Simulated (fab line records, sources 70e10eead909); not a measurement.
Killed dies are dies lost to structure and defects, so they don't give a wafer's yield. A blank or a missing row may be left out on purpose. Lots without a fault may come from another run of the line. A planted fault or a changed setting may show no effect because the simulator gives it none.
fab line records | flow nand_harc
record lots=13 wafers=38 last_day=25
route steps=1159 shown A_BLC@985 A_M0@1002
lots that met no fault: from a run of the same line without faults
start_h: hours from the record's first day to the start of the lot's first wafer shown | wait_h: hours since the lot's step before | " the same as in the row above | L1.1+2: a row that stands for several wafers | - no value, or no start given | * or withheld: withheld | < > ~ a bound
route shown NAME@n: a module of which the file shows steps, and the number in the route of the first | usual: mean/standard deviation of fault-free wafers | same: alike in all rows | chamber/n: place in a boat | sites: the reading at each site | _std_site: their standard deviation | _edge_site: outer sites' mean less inner sites' | radius_mm: how far each site lies from the wafer's centre | mask NAME#n: copy n | behind: the tool/chamber that last shaped the wafer | hold: why the lot was held/for how many hours/how that ended | device: the transistor (n, p or np) that didn't switch | end of line: the same wafers' tests at the end of the route | a step without rows: its recipe alone | killed: dies lost to structure and defects at the first sort, not the wafer's yield | map: a wafer's dies, x killed, . not, _ none there
set.NAME: the setting as run; set.NAME@STEP: as run at that earlier step | model.NAME: the simulator's own value behind a step, which no gauge read
steps of the route over a sample of lots; a table a step, a row a wafer
services: from which hour (start_h, from the record's first day; less than 0 if before it) a tool's chamber was out of use, for how many hours, and why
## steps
# step NHARC_A_BLC_DEGAS_30
# recipe temp_c=300 time_s=60
# usual heater_power_w=486/53
# columns lot.wafer tool chamber start_h wait_h heater_power_w
L451.2 pvd_sputter-01 - 399.54 - 499
L451.3 " - " " 468
L451.1 " - " " 528
L452.1 pvd_sputter-01 - 399.98 - 496
L452.3 " - " " 524
L452.5 " - " " 454
L454.4 pvd_sputter-01 - 408.73 - 498
L454.2 " - " " 451
L454.5 " - " " 437
L453.2 pvd_sputter-03 - 409.16 - 428
L453.4 " - " " 452
L453.6 " - " " 442
L455.4 pvd_sputter-03 - 419.64 - 444
L455.2 " - " " 443
L455.5 " - " " 449
L461.1 pvd_sputter-01 - 451.90 - 440
L461.5 " - " " 499
L456.1 pvd_sputter-02 - 452.78 - 504
L456.2 " - " " 428
L456.6 " - " " 599
L466.2 pvd_sputter-02 - 478.81 - 471
L466.4 " - " " 589
L466.5 " - " " 489
L467.2 pvd_sputter-02 - 485.06 - 460
L467.4 " - " " 600
L467.5 " - " " 435
L470.4 pvd_sputter-01 - 499.00 - 456
L470.3 " - " " 520
L470.1 " - " " 490
L471.1 pvd_sputter-01 - 502.00 - 493
L471.2 " - " " 461
L471.5 " - " " 496
L473.2 pvd_sputter-03 - 518.74 - 474
L473.1 " - " " 426
L473.3 " - " " 436
L474.2 pvd_sputter-02 - 550.68 - 463
L474.4 " - " " 602
L474.6 " - " " 466
# step NHARC_A_M0_PEB_07
# recipe peb_temp_c=100 peb_time_s=65
# columns lot.wafer tool chamber start_h wait_h
L451.1+2+3 litho_track-04 0 406.92 0.1
L452.1+3+5 litho_track-04 0 407.56 0.1
L454.2+4+5 litho_track-04 0 416.87 0.1
L453.2+4+6 litho_track-06 0 417.03 0.1
L455.2+4+5 litho_track-01 0 422.82 0.1
L461.1+5 litho_track-04 0 457.43 0.1
L456.1+2+6 litho_track-04 0 457.84 0.1
L466.2+4+5 litho_track-01 0 480.86 0.1
L467.2+4+5 litho_track-06 0 494.51 0.1
L470.1+3+4 litho_track-01 0 501.18 0.1
L471.1+2+5 litho_track-01 0 506.72 0.1
L473.1+2+3 litho_track-06 0 522.09 0.1
L474.2+4+6 litho_track-06 0 553.15 0.1
# step NHARC_A_M0_CD_MEAS_09
# recipe target_cd_nm=80 landing_energy_ev=500
# usual cd_nm=80.1/0.58
# columns lot.wafer tool chamber start_h wait_h cd_nm
L451.1 cd_sem-03 0 407.00 - 81.5
L451.2 " 0 " " 81.5
L451.3 " 0 " " 81.2
L452.1 cd_sem-03 0 407.64 - 80.6
L452.3 " 0 " " 79.3
L452.5 " 0 " " 80.5
L454.2 cd_sem-03 0 416.95 - 79.5
L454.4 " 0 " " 80.1
L454.5 " 0 " " 79.5
L453.2 cd_sem-02 0 417.11 - 80.4
L453.4 " 0 " " 80.2
L453.6 " 0 " " 80.2
L455.2 cd_sem-03 0 422.90 - 79.5
L455.4 " 0 " " 79.7
L455.5 " 0 " " 79.5
L461.1 cd_sem-03 0 457.51 - 81.7
L461.5 " 0 " " 82.4
L456.1 cd_sem-01 0 457.92 - 82.6
L456.2 " 0 " " 81.2
L456.6 " 0 " " 81.2
L466.2 cd_sem-03 0 480.94 - 79.2
L466.4 " 0 " " 80.1
L466.5 " 0 " " 79.4
L467.2 cd_sem-03 0 494.59 - 80.3
L467.4 " 0 " " 80.7
L467.5 " 0 " " 80.0
L470.1 cd_sem-03 0 501.26 - 79.4
L470.3 " 0 " " 79.5
L470.4 " 0 " " 79.6
L471.1 cd_sem-02 0 506.80 - 79.1
L471.2 " 0 " " 79.3
L471.5 " 0 " " 79.7
L473.1 cd_sem-02 0 522.17 - 79.7
L473.2 " 0 " " 80.5
L473.3 " 0 " " 79.9
L474.2 cd_sem-02 0 553.23 - 80.2
L474.4 " 0 " " 80.7
L474.6 " 0 " " 81.0
# step NHARC_A_M0_DEGAS_28
# recipe temp_c=250 time_s=60
# usual heater_power_w=344/38
# columns lot.wafer tool chamber start_h wait_h heater_power_w
L451.1 pvd_sputter-03 - 408.10 - 316
L451.3 " - " " 294
L451.2 " - " " 310
L452.3 pvd_sputter-03 - 408.78 - 311
L452.1 " - " " 312
L452.5 " - " " 313
L454.4 pvd_sputter-01 - 418.06 - 335
L454.2 " - " " 366
L454.5 " - " " 364
L453.2 pvd_sputter-02 - 418.21 - 354
L453.4 " - " " 304
L453.6 " - " " 341
L455.4 pvd_sputter-02 - 424.06 - 435
L455.2 " - " " 337
L455.5 " - " " 347
L461.1 pvd_sputter-01 - 458.63 - 360
L461.5 " - " " 369
L456.2 pvd_sputter-02 - 459.06 - 427
L456.1 " - " " 357
L456.6 " - " " 434
L466.2 pvd_sputter-02 - 482.04 - 316
L466.4 " - " " 342
L466.5 " - " " 312
L467.2 pvd_sputter-02 - 495.72 - 356
L467.4 " - " " 335
L467.5 " - " " 449
L470.3 pvd_sputter-02 - 502.37 - 318
L470.4 " - " " 327
L470.1 " - " " 353
L471.2 pvd_sputter-01 - 507.94 - 324
L471.1 " - " " 350
L471.5 " - " " 376
L473.2 pvd_sputter-03 - 523.28 - 310
L473.1 " - " " 300
L473.3 " - " " 318
L474.2 pvd_sputter-01 - 554.33 - 328
L474.4 " - " " 345
L474.6 " - " " 330
# step NHARC_A_M0_PVD_20
# recipe target_thk_a=50 bias_v=168.6 power_w=15000 chamber_pressure_pa=0.12 time_s=8.06 substrate_temp_c=50 material=TaN
# usual cathode_dc_power_W=15000/2.6 throttle_valve_pct=30.7/1.1
# columns lot.wafer tool chamber start_h wait_h cathode_dc_power_W throttle_valve_pct
L451.1 pvd_sputter-03 - - - 14997 32.0
L451.3 " - " " 15000 31.5
L451.2 " - " " 14998 29.4
L452.1 pvd_sputter-03 - - - 14997 32.2
L452.3 " - " " 14998 29.2
L452.5 " - " " 14998 29.2
L454.2 pvd_sputter-01 - - - 15001 31.2
L454.4 " - " " 14999 31.0
L454.5 " - " " 15004 32.0
L453.4 pvd_sputter-02 - - - 15004 31.8
L453.2 " - " " 15001 28.8
L453.6 " - " " 14998 31.9
L455.4 pvd_sputter-02 - - - 15002 30.5
L455.2 " - " " 14998 31.8
L455.5 " - " " 15003 32.0
L461.1 pvd_sputter-01 - - - 15000 31.1
L461.5 " - " " 15000 30.8
L456.2 pvd_sputter-02 - - - 14997 30.4
L456.1 " - " " 15003 32.1
L456.6 " - " " 14998 28.9
L466.2 pvd_sputter-02 - - - 14998 28.8
L466.4 " - " " 15002 30.3
L466.5 " - " " 15002 30.3
L467.4 pvd_sputter-02 - - - 15001 32.0
L467.2 " - " " 15002 30.2
L467.5 " - " " 14992 28.6
L470.4 pvd_sputter-02 - - - 14997 30.4
L470.1 " - " " 15003 28.9
L470.3 " - " " 15004 30.2
L471.2 pvd_sputter-01 - - - 15001 31.3
L471.1 " - " " 15003 30.4
L471.5 " - " " 15001 31.3
L473.1 pvd_sputter-03 - - - 14997 31.0
L473.3 " - " " 15003 29.3
L473.2 " - " " 14999 32.2
L474.2 pvd_sputter-01 - - - 15003 30.6
L474.4 " - " " 14998 31.3
L474.6 " - " " 15001 30.3
## services
# columns tool chamber start_h hours kind
pvd_sputter-02 - 392.00 10.0 pm
pvd_sputter-02 - 402.93 7.5 repair
pvd_sputter-03 - 424.48 15.2 repair
litho_track-01 - 443.00 7.0 pm
pvd_sputter-03 - 458.09 10.0 pm
litho_track-06 - 467.00 7.0 pm
pvd_sputter-03 - 480.42 8.7 repair
litho_track-04 - 491.00 7.0 pm
pvd_sputter-01 - 514.00 10.0 pm
pvd_sputter-02 - 521.76 2.1 repair
pvd_sputter-03 - 548.06 24.0 repair
## key
first_sign step=NHARC_A_M0_CD_MEAS_09 reading=cd_nm direction=up sigmas=3.6 usual=80.1 struck=82.2
effect none on later readings
met_at NHARC_A_M0_PEB_07
struck_lots L456,L461
struck_wafers L456.1,L461.1,L461.5
not_acting_at NHARC_A_BLC_DEGAS_30,NHARC_A_M0_DEGAS_28,NHARC_A_M0_PVD_20
onset_between 416.87 457.43
fault kind=process_parameter_drift tool=litho_track-04 chamber=- onset_h=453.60 steps=NHARC_A_M0_PEB_07 channel=peb_time_s offset=* shape=step end_h=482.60 scope=struck_wafers_only acts_in=* stated=*
